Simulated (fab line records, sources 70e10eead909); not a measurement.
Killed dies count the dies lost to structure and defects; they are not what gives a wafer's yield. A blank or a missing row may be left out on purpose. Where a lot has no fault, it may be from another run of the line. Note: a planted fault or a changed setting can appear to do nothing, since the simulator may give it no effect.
Chamber matching :: flow nand_harc :: ald_metal-04 running NHARC_A_CONTACT_ALD_18: 4 sister chambers
The step deposits TiN, target thk 3 nm, pulse time 1 s, ald cycles 150. 18 wafers are shown with their chamber, then 9 later ones without.

== WAFERS, EACH WITH ITS CHAMBER ==
wafer: L074.1
chamber: 0
heater_power_outer_w (W): 694
heater_power_w (W): 1152
precursor_pulse_height_rel: 1.002

wafer: L074.5
chamber: 1
heater_power_outer_w (W): 649
heater_power_w (W): 1147
precursor_pulse_height_rel: 0.995

wafer: L074.6
chamber: 2
heater_power_outer_w (W): 532
heater_power_w (W): 843
precursor_pulse_height_rel: 1.001

wafer: L076.1
chamber: 1
heater_power_outer_w (W): 668
heater_power_w (W): 1151
precursor_pulse_height_rel: 0.988

wafer: L076.3
chamber: 0
heater_power_outer_w (W): 685
heater_power_w (W): 1096
precursor_pulse_height_rel: 0.969

wafer: L076.6
chamber: 3
heater_power_outer_w (W): 769
heater_power_w (W): 1169
precursor_pulse_height_rel: 0.967

wafer: L077.3
chamber: 2
heater_power_outer_w (W): 546
heater_power_w (W): 837
precursor_pulse_height_rel: 1.007

wafer: L077.4
chamber: 1
heater_power_outer_w (W): 642
heater_power_w (W): 1166
precursor_pulse_height_rel: 1.025

wafer: L077.6
chamber: 2
heater_power_outer_w (W): 542
heater_power_w (W): 854
precursor_pulse_height_rel: 1.022

wafer: L079.2
chamber: 2
heater_power_outer_w (W): 538
heater_power_w (W): 835
precursor_pulse_height_rel: 0.962

wafer: L079.3
chamber: 0
heater_power_outer_w (W): 696
heater_power_w (W): 1108
precursor_pulse_height_rel: 1.004

wafer: L079.6
chamber: 1
heater_power_outer_w (W): 670
heater_power_w (W): 1143
precursor_pulse_height_rel: 1.045

wafer: L081.3
chamber: 1
heater_power_outer_w (W): 632
heater_power_w (W): 1103
precursor_pulse_height_rel: 1.014

wafer: L081.5
chamber: 0
heater_power_outer_w (W): 691
heater_power_w (W): 1146
precursor_pulse_height_rel: 1.020

wafer: L081.6
chamber: 3
heater_power_outer_w (W): 788
heater_power_w (W): 1226
precursor_pulse_height_rel: 1.045

wafer: L083.2
chamber: 2
heater_power_outer_w (W): 537
heater_power_w (W): 856
precursor_pulse_height_rel: 0.985

wafer: L083.3
chamber: 0
heater_power_outer_w (W): 684
heater_power_w (W): 1162
precursor_pulse_height_rel: 1.007

wafer: L083.4
chamber: 0
heater_power_outer_w (W): 709
heater_power_w (W): 1135
precursor_pulse_height_rel: 1.011

SIGNATURES (means of the wafers above)
reading: heater_power_outer_w
chamber 0: 693.17
chamber 1: 652.20
chamber 2: 539.00
chamber 3: 778.50
scatter within a chamber: 11.3

reading: heater_power_w
chamber 0: 1133.17
chamber 1: 1142.00
chamber 2: 845.00
chamber 3: 1197.50
scatter within a chamber: 23.2

reading: precursor_pulse_height_rel
chamber 0: 1.00217
chamber 1: 1.01340
chamber 2: 0.99540
chamber 3: 1.00600
scatter within a chamber: 0.025
Rule: for each reading, subtract the chamber's mean from the wafer's reading, divide by that reading's scatter and square the result; add these up over the readings and take the root, which gives the wafer's distance from the chamber. The wafer belongs to the nearest chamber; if the next one is less than 2 further off, it can't be placed. The scatter is the square root of a quotient: the sum, over the shown wafers, of each reading's squared deviation from its chamber's mean, divided by wafers minus chambers.

== WAFERS WITH NO CHAMBER GIVEN ==
wafer: L091.1
heater_power_outer_w (W): 567
heater_power_w (W): 841
precursor_pulse_height_rel: 0.992

wafer: L091.3
heater_power_outer_w (W): 626
heater_power_w (W): 1104
precursor_pulse_height_rel: 1.029

wafer: L091.5
heater_power_outer_w (W): 697
heater_power_w (W): 1146
precursor_pulse_height_rel: 1.030

wafer: L093.3
heater_power_outer_w (W): 639
heater_power_w (W): 1126
precursor_pulse_height_rel: 1.035

wafer: L093.4
heater_power_outer_w (W): 720
heater_power_w (W): 1114
precursor_pulse_height_rel: 0.972

wafer: L093.5
heater_power_outer_w (W): 833
heater_power_w (W): 1278
precursor_pulse_height_rel: 0.982

wafer: L096.2
heater_power_outer_w (W): 653
heater_power_w (W): 1097
precursor_pulse_height_rel: 1.025

wafer: L096.3
heater_power_outer_w (W): 689
heater_power_w (W): 1164
precursor_pulse_height_rel: 0.991

wafer: L096.5
heater_power_outer_w (W): 841
heater_power_w (W): 1274
precursor_pulse_height_rel: 1.005

== EACH ONE'S CHAMBER ==
wafer: L091.1
from the rows above: 2
in truth: 2

wafer: L091.3
from the rows above: 1
in truth: 1

wafer: L091.5
from the rows above: 0
in truth: 0

wafer: L093.3
from the rows above: 1
in truth: 1

wafer: L093.4
from the rows above: 0
in truth: 0

wafer: L093.5
from the rows above: 3
in truth: 3

wafer: L096.2
from the rows above: can't be placed: 1 or 0
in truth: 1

wafer: L096.3
from the rows above: 0
in truth: 0

wafer: L096.5
from the rows above: 3
in truth: 3
Correctly placed: 8 of 9. Can't be placed from these rows: 1 (the true chamber is among the candidates in 1). Number placed wrongly: 0.
